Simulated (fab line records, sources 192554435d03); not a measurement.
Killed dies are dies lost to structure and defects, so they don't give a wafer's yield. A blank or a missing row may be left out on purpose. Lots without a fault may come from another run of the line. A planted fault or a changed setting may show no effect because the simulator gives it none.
Chamber matching | flow n5_finfet | N5_BEOL_M12_DESCUM_15 on rie_diel-05: 4 sister chambers
The step chemistry O2, time 7.9 s. 7 wafers are shown with their chamber, then 7 later ones without.

WAFERS WITH THEIR CHAMBER
wafer  | chamber | showerhead_plenum_p_Torr (Torr) | oes_product_au (a.u.)
L074.5 | 1       | 2.08                            | 0.70
L077.6 | 1       | 2.07                            | 0.69
L081.3 | 3       | 2.16                            | 0.96
L084.4 | 0       | 1.96                            | 0.76
L084.6 | 2       | 2.03                            | 0.80
L086.1 | 2       | 2.03                            | 0.79
L086.2 | 0       | 1.96                            | 0.76

WAFERS WITHOUT THEIR CHAMBER
wafer  | showerhead_plenum_p_Torr (Torr) | oes_product_au (a.u.)
L086.3 | 2.07                            | 0.68
L090.1 | 1.96                            | 0.74
L090.2 | 2.06                            | 0.66
L090.6 | 2.02                            | 0.77
L097.1 | 1.95                            | 0.72
L097.4 | 1.95                            | 0.72
L097.5 | 1.95                            | 0.72

WHICH CHAMBER EACH WENT THROUGH
wafer  | from the rows above | in truth
L086.3 | 1                   | 1
L090.1 | 0                   | 0
L090.2 | 1                   | 1
L090.6 | 2                   | 2
L097.1 | 0                   | 0
L097.4 | 0                   | 0
L097.5 | 0                   | 0
Placed correctly: 7 of 7. Can't be placed from these rows: 0. Placed wrongly: 0.
How it was worked out, from the rows above alone: a wafer's distance from a chamber is the root of the sum, over the readings, of the square of ((its reading less the chamber's mean) divided by the reading's scatter). The wafer belongs to the nearest chamber; if the next one is less than 2 further off, it can't be placed. A chamber's mean is the mean of its shown wafers. The scatter: the root of (the sum of the squares of (reading less its chamber's mean) over the shown wafers, divided by (wafers less chambers)).
